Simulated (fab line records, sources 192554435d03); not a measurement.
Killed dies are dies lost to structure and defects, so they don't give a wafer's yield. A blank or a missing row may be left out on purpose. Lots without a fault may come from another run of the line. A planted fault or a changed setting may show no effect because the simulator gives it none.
Split-lot experiment | flow n5_finfet | 7 lots, 21 wafers read, on a route of 1938 steps

THE SPLIT
At N5_PASSIVATION_EXPOSE_07 (exposes mask TV, defocus 0 nm, target cd 3000 nm), the setting dose_mj was moved away from the recipe's 22.75 on 8 of the 21 wafers read, by -6.9% to +5.7%. The other wafers ran this setting at the recipe's value.

FROM THE SPLIT TO THE READING: what the file shows between them, 2 steps
- N5_PASSIVATION_DEVELOP_09: develop time 60 s (also split here: develop_time_s)
- N5_PASSIVATION_HARDBAKE_11: time 120 s

THE READING
cd_nm, in nm, at N5_PASSIVATION_CD_MEAS_10 (target cd 3000 nm). Fault-free wafers of this fab line usually give 2999.8 nm, standard deviation 1.9 nm.

wafer  | tool, chamber at the split | dose_mj as run | against the recipe | cd_nm, nm | against lot-mates on the recipe
L083.3 | krf_scanner-02, 0          | 22.75          | recipe             | 2999.3    | -
L083.4 | krf_scanner-02, 0          | 22.75          | recipe             | 2999.4    | -
L083.5 | krf_scanner-02, 0          | 22.75          | recipe             | 2999.8    | -
L086.1 | krf_scanner-02, 0          | 22.75          | recipe             | 3000.1    | -
L086.2 | krf_scanner-02, 0          | 22.75          | recipe             | 2998.4    | -
L086.5 | krf_scanner-02, 0          | 23.53          | +3.4%              | 3010.1    | +10.8
L089.3 | krf_scanner-01, 0          | 22.75          | recipe             | 3003.0    | -
L089.5 | krf_scanner-01, 0          | 22.75          | recipe             | 2999.3    | -
L089.6 | krf_scanner-01, 0          | 24.04          | +5.7%              | 3011.8    | +10.7
L090.2 | krf_scanner-01, 0          | 21.69          | -4.7%              | 2988.1    | -13.1
L090.3 | krf_scanner-01, 0          | 21.69          | -4.7%              | 2988.1    | -13.1
L090.6 | krf_scanner-01, 0          | 22.75          | recipe             | 3001.2    | -
L087.1 | krf_scanner-02, 0          | 22.75          | recipe             | 2994.1    | -
L087.2 | krf_scanner-02, 0          | 22.24          | -2.2%              | 2990.8    | -3.3
L087.6 | krf_scanner-02, 0          | 22.24          | -2.2%              | 2992.1    | -2.0
L092.1 | krf_scanner-01, 0          | 22.75          | recipe             | 2994.6    | -
L092.2 | krf_scanner-01, 0          | 22.75          | recipe             | 2994.8    | -
L092.5 | krf_scanner-01, 0          | 21.19          | -6.9%              | 2984.4    | -10.3
L096.1 | krf_scanner-02, 0          | 21.87          | -3.9%              | 2992.6    | -8.2
L096.3 | krf_scanner-02, 0          | 22.75          | recipe             | 2998.7    | -
L096.5 | krf_scanner-02, 0          | 22.75          | recipe             | 3002.9    | -

THE FIT
A straight line over all 21 wafers: cd_nm changes by +2.33 nm for each +1% of dose_mj; r = +0.93; the points scatter about the line by 2.6 nm.
The same after taking each lot's own level away (the mean of its wafers on the recipe; 21 wafers): +2.11 nm for each +1%; r = +0.94; scatter 2 nm.
On that fit, the largest move of dose_mj shifts the reading by 14 nm.
The lots' own levels span 2994.10 to 3001.20 nm, that is 3.7 times the standard deviation above.
So the lot-to-lot level changes the slope: the two fits differ.
Check: with one of the wafers moved furthest among these (-6.9%) left out of the fit, the line predicts -16 nm for it against its lot-mates. It came out at -10.3 nm against them.

OTHER SPLITS ON THESE WAFERS
These wafers also went through other splits before the reading. Each is held against what the fit with the lots' levels taken away leaves over:
other split on the same wafers           | wafers away from the commonest value | r with cd_nm (lot level and that fit taken away)
N5_BEOL_M13_ILD_DEP_00 time_s            | 9                                    | -0.11
N5_BEOL_M13_COAT_58 spin_rpm             | 5                                    | +0.23
N5_BEOL_M13_EXPOSE_25 dose_mj            | 7                                    | +0.41
N5_BEOL_M13_DESCUM_33 time_s             | 6                                    | +0.24
N5_BEOL_M15_ETCH_59 time_s               | 9                                    | +0.02
N5_BEOL_M15_TRENCH_ETCH_34 bias_w        | 5                                    | -0.08
N5_PASSIVATION_DEVELOP_09 develop_time_s | 5                                    | +0.32

THE FILE'S OWN FIT
cd_nm changes by +2.01 nm for each +1% of dose_mj, r = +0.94.
